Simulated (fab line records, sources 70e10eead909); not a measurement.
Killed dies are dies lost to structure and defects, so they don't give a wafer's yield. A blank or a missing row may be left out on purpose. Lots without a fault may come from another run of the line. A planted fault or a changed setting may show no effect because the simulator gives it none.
Chamber matching | flow nand_harc | NHARC_A_CONTACT_DESCUM_13 on rie_diel-02: 4 sister chambers
The step chemistry O2, time 3 s. 8 wafers are shown with their chamber, then 7 later ones without.

WAFERS WITH THEIR CHAMBER
wafer  | chamber | drypump_motor_current_A (A) | showerhead_plenum_p_Torr (Torr)
L082.6 | 1       | 6.3                         | 1.94
L084.3 | 0       | 5.1                         | 1.91
L084.4 | 1       | 6.3                         | 1.94
L084.6 | 2       | 6.3                         | 1.87
L089.1 | 2       | 6.4                         | 1.86
L089.6 | 3       | 5.2                         | 1.85
L094.3 | 0       | 5.1                         | 1.90
L094.4 | 3       | 5.2                         | 1.84

WAFERS WITHOUT THEIR CHAMBER
wafer  | drypump_motor_current_A (A) | showerhead_plenum_p_Torr (Torr)
L094.5 | 5.1                         | 1.90
L095.2 | 5.1                         | 1.90
L095.4 | 6.4                         | 1.93
L095.6 | 5.1                         | 1.90
L096.1 | 6.3                         | 1.85
L096.3 | 5.1                         | 1.89
L096.6 | 5.2                         | 1.84

WHICH CHAMBER EACH WENT THROUGH
wafer  | from the rows above | in truth
L094.5 | 0                   | 0
L095.2 | 0                   | 0
L095.4 | 1                   | 1
L095.6 | 0                   | 0
L096.1 | 2                   | 2
L096.3 | 0                   | 0
L096.6 | 3                   | 3
Placed correctly: 7 of 7. Can't be placed from these rows: 0. Placed wrongly: 0.
How it was worked out, from the rows above alone: a wafer's distance from a chamber is the root of the sum, over the readings, of the square of ((its reading less the chamber's mean) divided by the reading's scatter). The wafer belongs to the nearest chamber; if the next one is less than 2 further off, it can't be placed. A chamber's mean is the mean of its shown wafers. The scatter: the root of (the sum of the squares of (reading less its chamber's mean) over the shown wafers, divided by (wafers less chambers)).
